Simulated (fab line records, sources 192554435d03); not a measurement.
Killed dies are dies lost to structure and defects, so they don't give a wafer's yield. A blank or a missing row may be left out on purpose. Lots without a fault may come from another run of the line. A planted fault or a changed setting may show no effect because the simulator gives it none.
fab line records | flow n5_finfet
record lots=11 wafers=33 last_day=18
route steps=1938 shown BEOL_M11@1556 PASSIVATION@1936
lots that met no fault: from a run of the same line without faults
start_h: hours from the record's first day to the start of the lot's first wafer shown | wait_h: hours since the lot's step before | " the same as in the row above | L1.1+2: a row that stands for several wafers | - no value, or no start given | * or withheld: withheld | < > ~ a bound
route shown NAME@n: a module of which the file shows steps, and the number in the route of the first | usual: mean/standard deviation of fault-free wafers | same: alike in all rows | chamber/n: place in a boat | sites: the reading at each site | _std_site: their standard deviation | _edge_site: outer sites' mean less inner sites' | radius_mm: how far each site lies from the wafer's centre | mask NAME#n: copy n | behind: the tool/chamber that last shaped the wafer | hold: why the lot was held/for how many hours/how that ended | device: the transistor (n, p or np) that didn't switch | end of line: the same wafers' tests at the end of the route | a step without rows: its recipe alone | killed: dies lost to structure and defects at the first sort, not the wafer's yield | map: a wafer's dies, x killed, . not, _ none there
set.NAME: the setting as run; set.NAME@STEP: as run at that earlier step | model.NAME: the simulator's own value behind a step, which no gauge read
steps of the route over a sample of lots; a table a step, a row a wafer
services: from which hour (start_h, from the record's first day; less than 0 if before it) a tool's chamber was out of use, for how many hours, and why
## steps
# step N5_BEOL_M11_STRIP_67
# recipe chemistry=CF4 resist=SiARC power_w=300 bias_power_w=75 pressure_mtorr=50 cf4_flow_sccm=150 rf_frequency_hz=6e+07
# usual drypump_motor_current_A=5.40/0.27 oes_product_au=0.79/0.09 rf_vpp_V=271.4/1.4 showerhead_plenum_p_Torr=1.81/0.044 throttle_valve_pct=13.56/0.26
# columns lot.wafer tool chamber start_h wait_h drypump_motor_current_A oes_product_au rf_hours_counter_h rf_vpp_V showerhead_plenum_p_Torr throttle_valve_pct
L158.2 rie_diel-03 2 233.12 0.0 5.24 0.68 246 270.4 1.77 13.87
L158.4 " 1 " " 5.29 0.80 - 273.1 1.90 13.56
L158.5 " 0 " " 5.92 0.71 - 270.6 1.76 13.42
L159.1 rie_diel-05 3 240.13 0.0 5.32 0.72 178 271.1 1.77 13.62
L159.4 " 2 " " 5.66 0.90 23 271.5 1.82 13.16
L159.5 " 2 " " 5.66 0.90 - 272.7 1.82 13.16
L157.2 rie_diel-06 1 243.45 0.0 5.43 0.90 14 272.0 1.83 13.30
L157.3 " 3 " " 5.29 0.71 186 269.1 1.79 13.84
L157.6 " 0 " " 5.09 0.71 - 271.5 1.85 13.53
L161.1 rie_diel-05 3 273.57 0.0 5.32 0.71 189 270.1 1.77 13.68
L161.2 " 0 " " 5.01 0.94 17 270.7 1.83 13.47
L161.5 " 2 " " 5.68 0.89 - 270.9 1.82 13.19
L163.2 rie_diel-03 1 279.18 0.0 5.29 0.79 91 273.2 1.90 13.57
L163.3 " 3 " " 5.14 0.93 11 272.7 1.83 13.41
L163.5 " 3 " " 5.14 0.93 - 273.0 1.83 13.40
L168.1 rie_diel-06 1 289.74 0.0 5.40 0.87 28 272.6 1.83 13.32
L168.3 " 3 " " 5.32 0.70 200 270.9 1.79 13.86
L168.6 " 1 " " 5.46 0.88 - 272.3 1.83 13.33
L170.2 rie_diel-03 2 310.58 0.0 5.23 0.92 14 271.8 1.76 13.31
L170.3 " 0 " " 5.93 0.70 233 270.3 1.76 13.49
L170.5 " 1 " " 5.26 0.77 - 274.1 1.89 13.60
L169.3 rie_diel-05 2 312.46 0.0 5.68 0.87 40 271.7 1.81 13.22
L169.4 " 1 " " 5.46 0.85 - 270.1 1.74 13.18
L169.5 " 3 " " 5.32 0.70 - 269.5 1.76 13.69
L171.3 rie_diel-06 2 315.59 0.0 5.90 0.71 228 272.9 1.78 14.05
L171.5 " 0 " " 5.09 0.70 - 274.5 1.84 13.54
L171.6 " 3 " " 5.30 0.69 - 271.6 1.79 13.88
L178.2 rie_diel-03 2 352.53 0.0 5.23 0.88 27 271.5 1.76 13.34
L178.3 " 0 " " 5.92 0.69 247 271.2 1.75 13.52
L178.6 " 1 " " 5.28 0.76 - 270.7 1.89 13.65
L180.3 rie_diel-06 1 376.89 0.0 5.42 0.85 54 269.8 1.82 13.38
L180.5 " 3 " " 5.34 0.68 - 272.0 1.78 13.93
L180.6 " 2 " " 5.90 0.71 - 272.3 1.78 14.06
# step N5_BEOL_M11_CD_MEAS_28
# recipe target_cd_nm=70 landing_energy_ev=500 detector=se_inlens polarity=opening
# usual cd_nm=69.7/0.85
# columns lot.wafer tool chamber start_h wait_h cd_nm
L158.2 cd_sem-01 0 234.52 - 69.5
L158.4 " 0 " " 71.3
L158.5 " 0 " " 70.8
L159.1 cd_sem-02 0 242.37 - 69.2
L159.4 " 0 " " 69.8
L159.5 " 0 " " 70.3
L157.2 cd_sem-02 0 244.98 - 70.7
L157.3 " 0 " " 70.1
L157.6 " 0 " " 70.0
L161.1 cd_sem-03 0 274.37 - 69.8
L161.2 " 0 " " 69.9
L161.5 " 0 " " 70.1
L163.2 cd_sem-03 0 281.37 - 69.4
L163.3 " 0 " " 68.1
L163.5 " 0 " " 68.7
L168.1 cd_sem-03 0 292.17 - 70.8
L168.3 " 0 " " 70.0
L168.6 " 0 " " 70.1
L170.2 cd_sem-02 0 312.66 - 69.7
L170.3 " 0 " " 69.9
L170.5 " 0 " " 70.9
L169.3 cd_sem-03 0 314.31 - 70.3
L169.4 " 0 " " 69.8
L169.5 " 0 " " 70.5
L171.3 cd_sem-03 0 316.14 - 70.7
L171.5 " 0 " " 69.9
L171.6 " 0 " " 70.1
L178.2 cd_sem-03 0 354.12 - 70.4
L178.3 " 0 " " 71.4
L178.6 " 0 " " 70.9
L180.3 cd_sem-01 0 377.53 - 69.3
L180.5 " 0 " " 69.5
L180.6 " 0 " " 69.0
# step N5_BEOL_M11_INSPECT_30
# recipe mode=adi inspect_instrument=brightfield
# usual raw_defect_count=422/87
# columns lot.wafer tool chamber start_h wait_h raw_defect_count
L158.2 defect_inspect-01 - 234.58 0.0 415
L158.4 " - " " 406
L158.5 " - " " 567
L159.1 defect_inspect-01 - 242.42 0.0 296
L159.4 " - " " 349
L159.5 " - " " 445
L157.2 defect_inspect-02 - 245.04 0.0 424
L157.3 " - " " 501
L157.6 " - " " 395
L161.1 defect_inspect-02 - 274.42 0.0 516
L161.2 " - " " 505
L161.5 " - " " 555
L163.2 defect_inspect-02 - 281.43 0.0 532
L163.3 " - " " 464
L163.5 " - " " 502
L168.1 defect_inspect-02 - 292.23 0.0 493
L168.3 " - " " 523
L168.6 " - " " 567
L170.2 defect_inspect-01 - 312.71 0.0 334
L170.3 " - " " 372
L170.5 " - " " 400
L169.3 defect_inspect-01 - 314.36 0.0 352
L169.4 " - " " 339
L169.5 " - " " 382
L171.3 defect_inspect-01 - 316.20 0.0 460
L171.5 " - " " 318
L171.6 " - " " 356
L178.2 defect_inspect-01 - 354.18 0.0 371
L178.3 " - " " 394
L178.6 " - " " 273
L180.3 defect_inspect-02 - 377.58 0.0 347
L180.5 " - " " 417
L180.6 " - " " 405
# step N5_BEOL_M11_TRENCH_ETCH_37
# recipe chemistry=C4F6/O2 target_depth_a=1488.3 target=SiCOH_lowk time_s=48 ion_energy_ev=250 pressure_mtorr=30 source_w=345 bias_w=185 Ar_flow_sccm=300 C4F6_flow_sccm=10 O2_flow_sccm=10
# usual bias_w=185.0/0.57 drypump_motor_current_A=5.40/0.28 oes_product_au=0.80/0.097 rf_fwd_power_W=341.4/1.7 rf_vpp_V=668/9.8 showerhead_plenum_p_Torr=2.86/0.071 throttle_valve_pct=20.91/0.21
# columns lot.wafer tool chamber start_h wait_h bias_w drypump_motor_current_A oes_product_au rf_fwd_power_W rf_hours_counter_h rf_vpp_V showerhead_plenum_p_Torr throttle_valve_pct
L158.2 rie_diel-03 2 234.92 - 184.6 5.25 0.67 341.2 247 659 2.80 21.06
L158.4 " 1 " " 184.5 5.28 0.80 342.5 - 667 3.02 21.01
L158.5 " 0 " " 184.8 5.91 0.69 342.2 - 668 2.81 20.65
L159.1 rie_diel-03 3 242.77 - 184.8 5.15 0.98 339.3 2 688 2.90 20.79
L159.4 " 0 " " 184.7 5.92 0.69 342.5 211 669 2.81 20.65
L159.5 " 2 " " 186.1 5.23 0.67 341.6 - 659 2.80 21.07
L157.2 rie_diel-06 2 245.38 - 185.4 5.90 0.74 340.9 206 665 2.81 21.23
L157.3 " 1 " " 184.6 5.46 0.93 339.3 15 663 2.92 20.80
L157.6 " 1 " " 184.7 5.46 0.92 338.5 - 664 2.92 20.78
L161.1 rie_diel-06 0 275.00 - 184.8 5.10 0.73 339.9 180 675 2.95 20.89
L161.2 " 2 " " 185.2 5.90 0.73 339.7 216 665 2.81 21.25
L161.5 " 3 " " 184.8 5.32 0.69 342.4 - 685 2.83 21.14
L163.2 rie_diel-05 1 281.77 - 186.0 5.46 0.87 339.4 55 667 2.77 20.50
L163.3 " 0 " " 184.1 5.03 0.94 343.0 20 657 2.91 20.94
L163.5 " 0 " " 186.2 5.04 0.93 342.6 - 657 2.91 20.93
L168.1 rie_diel-05 1 293.02 - 185.1 5.45 0.87 338.7 58 667 2.77 20.51
L168.3 " 0 " " 184.3 4.99 0.92 340.1 23 656 2.90 20.95
L168.6 " 1 " " 184.5 5.44 0.86 338.9 - 665 2.77 20.50
L170.2 rie_diel-05 0 313.90 - 185.1 5.00 0.93 344.5 30 658 2.90 20.95
L170.3 " 2 " " 184.2 5.68 0.89 340.1 41 655 2.92 20.82
L170.5 " 3 " " 184.9 5.31 0.69 343.0 - 670 2.82 21.07
L169.3 rie_diel-05 3 314.85 - 192.9 5.32 0.70 343.0 205 692 2.82 21.07
L169.4 " 0 " " 191.6 5.03 0.94 341.0 30 680 2.90 20.95
L169.5 " 2 " " 193.0 5.73 0.91 343.1 - 676 2.92 20.83
L171.3 rie_diel-05 0 316.87 - 193.2 5.03 0.92 343.2 31 681 2.90 20.95
L171.5 " 0 " " 193.4 5.01 0.92 343.4 - 680 2.90 20.95
L171.6 " 3 " " 192.6 5.29 0.70 342.7 - 692 2.82 21.06
L178.2 rie_diel-05 1 354.52 - 192.2 5.45 0.84 339.1 82 688 2.76 20.55
L178.3 " 0 " " 193.1 5.03 0.91 344.8 43 679 2.90 20.99
L178.6 " 1 " " 193.1 5.45 0.85 340.7 - 687 2.76 20.55
L180.3 rie_diel-06 1 377.92 - 184.1 5.42 0.85 338.6 54 662 2.90 20.83
L180.5 " 2 " " 185.6 5.88 0.70 340.0 - 664 2.80 21.28
L180.6 " 3 " " 185.3 5.34 0.67 340.5 - 684 2.81 21.20
# step N5_PASSIVATION_PROBE_49
# usual defect_limited_yield=91.3/1.4 killed_at_M0_to_M3=36/11 killed_at_M4_up=13/5.2 killed_at_contacts=13/6.5 killed_at_front_end=37/11 killed_at_other=3.6/2.9 killed_dies=103/17 killed_open=68/12 killed_short=33/7.3 sort_bin_4_leakage=0.01/0.039 sort_bin_5_function=5.2/0.91 sort_bin_6_memory=3.2/0.67 sort_bin_8_speed=0.00/0.0099 sort_n_pass=1077/17 sort_yield_pct=91.3/1.4
# same gross_dies=1180 killed_at_back_side=0
# columns lot.wafer tool chamber start_h wait_h defect_limited_yield[%] killed_at_M0_to_M3 killed_at_M4_up killed_at_contacts killed_at_front_end killed_at_other killed_dies killed_open killed_short sort_bin_4_leakage[%] sort_bin_5_function[%] sort_bin_6_memory[%] sort_bin_8_speed[%] sort_n_pass sort_yield_pct[%]
L158.2 prober-01 - 278.78 0.1 91.2 41 11 8 44 0 104 75 28 0 5.6 3.1 0 1076 91.2
L158.4 prober-01 - 278.88 0.2 90.3 31 18 19 45 1 114 86 28 0 5.9 3.5 0 1066 90.3
L158.5 prober-01 - 278.93 0.2 89.7 32 13 16 58 2 121 79 41 0 6.2 3.9 0 1059 89.7
L159.1 prober-02 - 284.32 0.0 91.5 33 10 25 31 1 100 61 38 0 5.1 3.1 0 1080 91.5
L159.4 prober-02 - 284.47 0.2 91.8 41 16 13 26 1 97 66 31 0 4.9 2.8 0 1083 91.8
L159.5 prober-02 - 284.52 0.2 91.3 40 25 11 26 1 103 66 34 0 4.4 4.0 0 1077 91.3
L157.2 prober-01 - 289.88 0.1 90.1 38 7 12 54 6 117 78 38 0 6.3 3.1 0 1063 90.1
L157.3 prober-01 - 289.93 0.1 94.1 17 11 15 23 4 70 48 21 0 3.9 1.9 0 1110 94.1
L157.6 prober-01 - 290.08 0.3 93.1 32 4 17 26 3 82 54 28 0 3.8 3.0 0 1098 93.1
L161.1 prober-01 - 319.80 0.0 93.2 33 8 6 32 1 80 55 25 0 3.9 2.4 0 1100 93.2
L161.2 prober-01 - 319.85 0.1 93.7 33 13 11 17 0 74 49 25 0 4.0 2.2 0 1106 93.7
L161.5 prober-01 - 320.00 0.2 92.7 27 16 4 38 1 86 56 30 0 3.6 3.1 0 1094 92.7
L163.2 prober-02 - 329.48 0.1 90.3 50 10 10 42 2 114 71 43 0 6.1 2.9 0 1066 90.3
L163.3 prober-02 - 329.53 0.1 90.8 36 16 13 41 3 109 75 34 0 5.8 3.3 0 1071 90.8
L163.5 prober-02 - 329.63 0.2 92.3 28 16 6 40 1 91 63 28 0 4.7 2.6 0 1089 92.3
L168.1 prober-01 - 337.46 0.0 91.4 43 13 23 18 5 102 66 36 0 4.8 3.3 0 1078 91.4
L168.3 prober-01 - 337.56 0.1 92.3 30 10 8 33 10 91 53 37 0 4.7 2.9 0 1089 92.3
L168.6 prober-01 - 337.71 0.3 90.4 36 16 12 47 2 113 75 37 0 5.3 3.7 0 1067 90.4
L169.3 prober-02 - 353.63 0.1 90.3 36 13 5 57 3 114 69 36 0 6.2 2.8 0 1066 90.3
L169.4 prober-02 - 353.68 0.2 91.5 21 12 8 56 3 100 64 33 0 4.2 3.6 0 1080 91.5
L169.5 prober-02 - 353.73 0.2 90.6 35 16 13 45 2 111 61 45 0 5.4 3.6 0 1069 90.6
L171.3 prober-01 - 367.20 0.1 88.1 46 37 22 31 4 140 91 47 0 6.9 4.7 0 1040 88.1
L171.5 prober-01 - 367.30 0.2 91.6 30 18 17 34 0 99 68 31 0 4.3 3.6 0 1081 91.6
L171.6 prober-01 - 367.35 0.3 91.9 33 23 4 33 2 95 60 35 0 4.7 3.0 0 1085 91.9
L170.2 prober-01 - 368.00 0.1 91.9 34 11 6 42 2 95 59 34 0 5.4 2.3 0 1085 91.9
L170.3 prober-01 - 368.05 0.1 89.9 55 15 9 36 4 119 76 35 0 5.8 4.1 0 1061 89.9
L170.5 prober-01 - 368.15 0.2 92.3 25 17 4 41 4 91 48 41 0 4.7 2.7 0 1089 92.3
L178.2 prober-01 - 400.11 0.1 93.1 27 9 7 37 2 82 61 20 0 3.7 3.1 0 1098 93.1
L178.3 prober-01 - 400.16 0.1 91.1 32 13 15 38 7 105 78 26 0 5.2 3.3 0 1075 91.1
L178.6 prober-01 - 400.31 0.3 92.0 24 12 15 36 7 94 54 39 0.42 4.7 2.7 0 1081 91.6
L180.3 prober-01 - 427.39 0.1 90.3 23 16 34 41 0 114 72 40 0 5.2 4.3 0 1066 90.3
L180.5 prober-01 - 427.49 0.2 88.4 21 7 28 75 6 137 89 44 0 6.2 4.7 0.08 1043 88.4
L180.6 prober-01 - 427.54 0.3 90.5 25 9 16 61 1 112 74 38 0 4.8 4.1 0 1068 90.5
# killed by level:class
L158.2 FIN_SAQP:geometric_particle:open=14 BEOL_M0_SAQP:geometric_particle:open=12 FIN_SAQP:geometric_particle:short=9 BEOL_M0_SAQP:geometric_particle:short=9 STI_FIN_REVEAL:geometric_particle:open=7 MOL_CONTACT_COAG:geometric_particle:open=7 DUMMY_GATE:geometric_particle:open=6 BEOL_M1:geometric_particle:open=6
L158.4 MOL_CONTACT_COAG:geometric_particle:open=15 FIN_SAQP:geometric_particle:open=11 STI_FIN_REVEAL:geometric_particle:open=9 BEOL_M1:geometric_particle:open=9 BEOL_M2:geometric_particle:open=8 BEOL_M4:geometric_particle:open=8 FIN_SAQP:geometric_particle:short=7 BEOL_M0_SAQP:geometric_particle:open=6
L158.5 FIN_SAQP:geometric_particle:short=17 FIN_SAQP:geometric_particle:open=16 MOL_CONTACT_COAG:geometric_particle:open=14 STI_FIN_REVEAL:geometric_particle:open=10 BEOL_M2:geometric_particle:open=7 BEOL_M0_SAQP:geometric_particle:short=6 BEOL_M1:geometric_particle:open=6 BEOL_M0_SAQP:geometric_particle:open=4
L159.1 MOL_CONTACT_COAG:geometric_particle:open=20 FIN_SAQP:geometric_particle:short=8 FIN_SAQP:geometric_particle:open=7 BEOL_M0:geometric_particle:short=6 BEOL_M2:geometric_particle:open=6 MOL_CONTACT_COAG:geometric_particle:short=5 DUMMY_GATE:geometric_particle:open=4 BEOL_M3:geometric_particle:open=4
L159.4 BEOL_M2:geometric_particle:open=15 MOL_CONTACT_COAG:geometric_particle:open=10 BEOL_M0_SAQP:geometric_particle:short=8 BEOL_M0_SAQP:geometric_particle:open=7 GATE_CUT:geometric_particle:open=5 BEOL_M4:geometric_particle:open=5 STI_FIN_REVEAL:geometric_particle:open=4 BEOL_M3:geometric_particle:short=4
L159.5 BEOL_M0_SAQP:geometric_particle:short=13 MOL_CONTACT_COAG:geometric_particle:open=10 BEOL_M0_SAQP:geometric_particle:open=9 BEOL_M2:geometric_particle:open=8 FIN_SAQP:geometric_particle:open=7 BEOL_M4:geometric_particle:open=7 FIN_SAQP:geometric_particle:short=5 BEOL_M7:geometric_particle:open=5
L157.2 STI_FIN_REVEAL:geometric_particle:open=16 MOL_CONTACT_COAG:geometric_particle:open=12 FIN_SAQP:geometric_particle:open=7 BEOL_M3:geometric_particle:open=7 BEOL_M2:geometric_particle:open=7 DUMMY_GATE:geometric_particle:open=6 BEOL_M1:geometric_particle:open=6 BEOL_M2:geometric_particle:short=6
L157.3 MOL_CONTACT_COAG:geometric_particle:open=11 STI_FIN_REVEAL:geometric_particle:open=7 BEOL_M3:geometric_particle:open=6 BEOL_M4:geometric_particle:open=6 MOL_CONTACT_COAG:geometric_particle:short=4 BEOL_M2:geometric_particle:open=4 FIN_SAQP:geometric_particle:short=3 DUMMY_GATE:geometric_particle:open=2
L157.6 MOL_CONTACT_COAG:geometric_particle:open=13 BEOL_M0:geometric_particle:open=7 BEOL_M3:geometric_particle:open=7 BEOL_M0_SAQP:geometric_particle:short=6 FIN_SAQP:geometric_particle:open=5 GATE_CUT:geometric_particle:short=5 BEOL_M2:geometric_particle:open=5 MOL_CONTACT_COAG:geometric_particle:short=4
L161.1 FIN_SAQP:geometric_particle:open=8 BEOL_M0_SAQP:geometric_particle:short=8 MOL_CONTACT_COAG:geometric_particle:open=6 BEOL_M1:geometric_particle:open=6 BEOL_M2:geometric_particle:open=6 BEOL_M3:geometric_particle:open=6 DUMMY_GATE:geometric_particle:open=5 BEOL_M0_SAQP:geometric_particle:open=5
L161.2 BEOL_M0_SAQP:geometric_particle:open=9 MOL_CONTACT_COAG:geometric_particle:open=8 BEOL_M2:geometric_particle:open=8 BEOL_M0_SAQP:geometric_particle:short=6 BEOL_M1:geometric_particle:open=6 GATE_CUT:geometric_particle:short=4 BEOL_M4:geometric_particle:open=4 FIN_SAQP:geometric_particle:short=3
L161.5 STI_FIN_REVEAL:geometric_particle:open=8 BEOL_M4:geometric_particle:open=8 FIN_SAQP:geometric_particle:open=7 FIN_SAQP:geometric_particle:short=6 BEOL_M0_SAQP:geometric_particle:short=6 BEOL_M1:geometric_particle:open=6 BEOL_M2:geometric_particle:open=5 BEOL_M3:geometric_particle:open=5
L163.2 STI_FIN_REVEAL:geometric_particle:open=21 BEOL_M0_SAQP:geometric_particle:short=20 BEOL_M0_SAQP:geometric_particle:open=12 MOL_CONTACT_COAG:geometric_particle:open=9 BEOL_M2:geometric_particle:open=6 BEOL_M1:geometric_particle:open=4 BEOL_M1:geometric_particle:short=4 BEOL_M4:geometric_particle:open=4
L163.3 STI_FIN_REVEAL:geometric_particle:open=16 MOL_CONTACT_COAG:geometric_particle:open=10 BEOL_M4:geometric_particle:open=9 BEOL_M0_SAQP:geometric_particle:open=7 BEOL_M3:geometric_particle:open=6 FIN_SAQP:geometric_particle:open=5 GATE_CUT:geometric_particle:short=5 BEOL_M1:geometric_particle:open=5
L163.5 STI_FIN_REVEAL:geometric_particle:open=14 BEOL_M2:geometric_particle:open=8 FIN_SAQP:geometric_particle:open=7 BEOL_M0_SAQP:geometric_particle:short=7 MOL_CONTACT_COAG:geometric_particle:open=6 BEOL_M4:geometric_particle:open=6 BEOL_M1:geometric_particle:short=5 FIN_SAQP:geometric_particle:short=3
L168.1 MOL_CONTACT_COAG:geometric_particle:open=18 BEOL_M3:geometric_particle:open=10 BEOL_M0_SAQP:geometric_particle:open=8 BEOL_M0_SAQP:geometric_particle:short=7 GATE_CUT:geometric_particle:short=5 MOL_CONTACT_COAG:geometric_particle:short=5 BEOL_M3:geometric_particle:short=5 BEOL_M1:geometric_particle:open=4
L168.3 BEOL_M0_SAQP:geometric_particle:short=12 FIN_SAQP:geometric_particle:open=11 BEOL_M0_SAQP:geometric_particle:open=7 GATE_CUT:geometric_particle:short=6 MOL_CONTACT_COAG:geometric_particle:open=6 BEOL_M3:geometric_particle:open=5 MIM_TOP_ETCH:geometric_particle:short=5 GATE_CUT:geometric_particle:open=4
L168.6 FIN_SAQP:geometric_particle:open=15 BEOL_M4:geometric_particle:open=11 BEOL_M0_SAQP:geometric_particle:open=10 STI_FIN_REVEAL:geometric_particle:open=10 MOL_CONTACT_COAG:geometric_particle:open=8 BEOL_M0_SAQP:geometric_particle:short=7 FIN_SAQP:geometric_particle:short=6 BEOL_M1:geometric_particle:open=6
L169.3 STI_FIN_REVEAL:geometric_particle:open=14 BEOL_M3:geometric_particle:open=8 FIN_SAQP:geometric_particle:short=6 FIN_SAQP:geometric_particle:open=6 BEOL_M4:geometric_particle:open=6 HKMG_FIN:area_etch=6 BEOL_M2:geometric_particle:open=5 STI_FIN_REVEAL:geometric_particle:short=5
L169.4 FIN_SAQP:geometric_particle:short=14 STI_FIN_REVEAL:geometric_particle:open=8 DUMMY_GATE:geometric_particle:open=6 MOL_CONTACT_COAG:geometric_particle:open=6 FIN_SAQP:geometric_particle:open=5 BEOL_M2:geometric_particle:open=5 BEOL_M0_SAQP:geometric_particle:open=4 BEOL_M6:geometric_particle:open=4
L169.5 MOL_CONTACT_COAG:geometric_particle:open=11 FIN_SAQP:geometric_particle:short=10 BEOL_M2:geometric_particle:short=8 FIN_SAQP:geometric_particle:open=7 STI_FIN_REVEAL:geometric_particle:open=7 BEOL_M0:geometric_particle:open=6 BEOL_M3:geometric_particle:open=6 GATE_CUT:geometric_particle:short=5
L171.3 BEOL_M4:geometric_particle:open=20 MOL_CONTACT_COAG:geometric_particle:open=20 BEOL_M0_SAQP:geometric_particle:short=13 BEOL_M0_SAQP:geometric_particle:open=12 STI_FIN_REVEAL:geometric_particle:open=7 FIN_SAQP:geometric_particle:short=6 BEOL_M1:geometric_particle:open=6 BEOL_M3:geometric_particle:open=6
L171.5 MOL_CONTACT_COAG:geometric_particle:open=13 FIN_SAQP:geometric_particle:short=10 BEOL_M0_SAQP:geometric_particle:open=10 BEOL_M4:geometric_particle:open=10 BEOL_M0_SAQP:geometric_particle:short=9 ILD0:geometric_particle:open=7 BEOL_M2:geometric_particle:open=7 FIN_SAQP:geometric_particle:open=6
L171.6 BEOL_M4:geometric_particle:open=16 BEOL_M0_SAQP:geometric_particle:open=13 BEOL_M0_SAQP:geometric_particle:short=12 FIN_SAQP:geometric_particle:open=7 ILD0:geometric_particle:open=4 MOL_CONTACT_COAG:geometric_particle:open=4 STARTING-WAFER:geometric_particle:short=4 FIN_SAQP:geometric_particle:short=3
L170.2 FIN_SAQP:geometric_particle:open=9 FIN_SAQP:geometric_particle:short=9 BEOL_M1:geometric_particle:open=8 STI_FIN_REVEAL:geometric_particle:open=7 BEOL_M3:geometric_particle:open=6 MOL_CONTACT_COAG:geometric_particle:open=5 BEOL_M0_SAQP:geometric_particle:short=5 BEOL_M0_SAQP:geometric_particle:open=4
L170.3 BEOL_M1:geometric_particle:open=18 FIN_SAQP:geometric_particle:open=12 MOL_CONTACT_COAG:geometric_particle:open=8 BEOL_M1:geometric_particle:short=8 STI_FIN_REVEAL:geometric_particle:open=7 BEOL_M3:geometric_particle:open=7 BEOL_M0_SAQP:geometric_particle:short=5 FIN_SAQP:geometric_particle:short=4
L170.5 FIN_SAQP:geometric_particle:short=11 FIN_SAQP:geometric_particle:open=9 BEOL_M0_SAQP:geometric_particle:open=7 BEOL_M1:geometric_particle:open=6 BEOL_M0_SAQP:geometric_particle:short=5 STARTING-WAFER:geometric_particle:short=5 STI_FIN_REVEAL:geometric_particle:open=3 GATE_CUT:geometric_particle:short=3
L178.2 FIN_SAQP:geometric_particle:open=12 DUMMY_GATE:geometric_particle:open=9 BEOL_M2:geometric_particle:open=8 MOL_CONTACT_COAG:geometric_particle:open=7 BEOL_M0_SAQP:geometric_particle:short=6 BEOL_M0_SAQP:geometric_particle:open=6 BEOL_M1:geometric_particle:open=5 FIN_SAQP:geometric_particle:short=4
L178.3 MOL_CONTACT_COAG:geometric_particle:open=14 BEOL_M1:geometric_particle:open=10 BEOL_M3:geometric_particle:open=10 BEOL_M4:geometric_particle:open=8 FIN_SAQP:geometric_particle:short=6 STI_FIN_REVEAL:geometric_particle:open=5 FIN_SAQP:geometric_particle:open=4 BEOL_M0_SAQP:geometric_particle:short=4
L178.6 MOL_CONTACT_COAG:geometric_particle:open=13 FIN_SAQP:geometric_particle:short=12 BEOL_M0_SAQP:geometric_particle:short=10 BEOL_M0_SAQP:geometric_particle:open=9 FIN_SAQP:geometric_particle:open=5 STI_FIN_REVEAL:geometric_particle:open=5 BEOL_M6:geometric_particle:open=5 PASS1_CAP:geometric_particle:open=3
L180.3 MOL_CONTACT_COAG:geometric_particle:open=27 FIN_SAQP:geometric_particle:open=12 FIN_SAQP:geometric_particle:short=8 MOL_CONTACT_COAG:geometric_particle:short=7 BEOL_M0_SAQP:geometric_particle:open=6 BEOL_M3:geometric_particle:short=4 STI_FIN_REVEAL:geometric_particle:short=3 ILD0:geometric_particle:short=3
L180.5 MOL_CONTACT_COAG:geometric_particle:open=25 FIN_SAQP:geometric_particle:short=14 GATE_CUT:geometric_particle:open=12 FIN_SAQP:geometric_particle:open=10 STI_FIN_REVEAL:geometric_particle:open=6 DUMMY_GATE:geometric_particle:open=6 GATE_CUT:geometric_particle:short=6 BEOL_M0_SAQP:geometric_particle:short=5
L180.6 FIN_SAQP:geometric_particle:open=17 FIN_SAQP:geometric_particle:short=13 MOL_CONTACT_COAG:geometric_particle:open=13 STI_FIN_REVEAL:geometric_particle:open=10 BEOL_M0_SAQP:geometric_particle:open=7 BEOL_M0_SAQP:geometric_particle:short=6 GATE_CUT:geometric_particle:open=6 BEOL_M1:geometric_particle:open=4
## services
# columns tool chamber start_h hours kind
rie_diel-03 3 218.18 - clean
rie_diel-03 3 218.18 - consumable_replace:focus_ring
rie_diel-03 3 218.18 18.2 scheduled_down
rie_diel-03 3 218.18 18.2 vent_cycle
rie_diel-03 - 223.67 1.2 repair
rie_diel-06 3 226.39 4.2 repair
rie_diel-06 2 227.03 16.7 repair
rie_diel-03 2 249.30 - clean
rie_diel-03 2 249.30 - consumable_replace:focus_ring
rie_diel-03 2 249.30 16.8 scheduled_down
rie_diel-03 2 249.30 16.8 vent_cycle
rie_diel-03 - 252.99 2.8 pm
rie_diel-03 3 257.10 10.3 repair
rie_diel-03 0 275.51 4.4 repair
rie_diel-03 - 281.98 0.1 repair
rie_diel-06 0 287.29 12.3 repair
rie_diel-05 2 295.07 17.0 repair
rie_diel-05 2 316.07 4.0 repair
rie_diel-03 3 317.28 3.7 repair
rie_diel-03 0 360.38 - clean
rie_diel-03 0 360.38 - consumable_replace:focus_ring
rie_diel-03 0 360.38 16.6 scheduled_down
rie_diel-05 1 370.48 4.3 repair
rie_diel-05 1 375.69 6.9 repair
## key
first_sign step=N5_BEOL_M11_TRENCH_ETCH_37 reading=bias_w direction=up sigmas=14 usual=* struck=*
effect step=N5_BEOL_M11_TRENCH_ETCH_37 reading=rf_vpp_V direction=up sigmas=1.6 usual=668 struck=684
met_at N5_BEOL_M11_TRENCH_ETCH_37
struck_lots L169,L171,L178
not_acting_at N5_BEOL_M11_STRIP_67,N5_BEOL_M11_CD_MEAS_28,N5_BEOL_M11_INSPECT_30
onset_between 313.90 314.85
fault kind=process_parameter_drift tool=rie_diel-05 chamber=- onset_h=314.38 steps=N5_BEOL_M11_TRENCH_ETCH_37 channel=bias_w offset=* shape=step end_h=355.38 acts_in=* stated=*
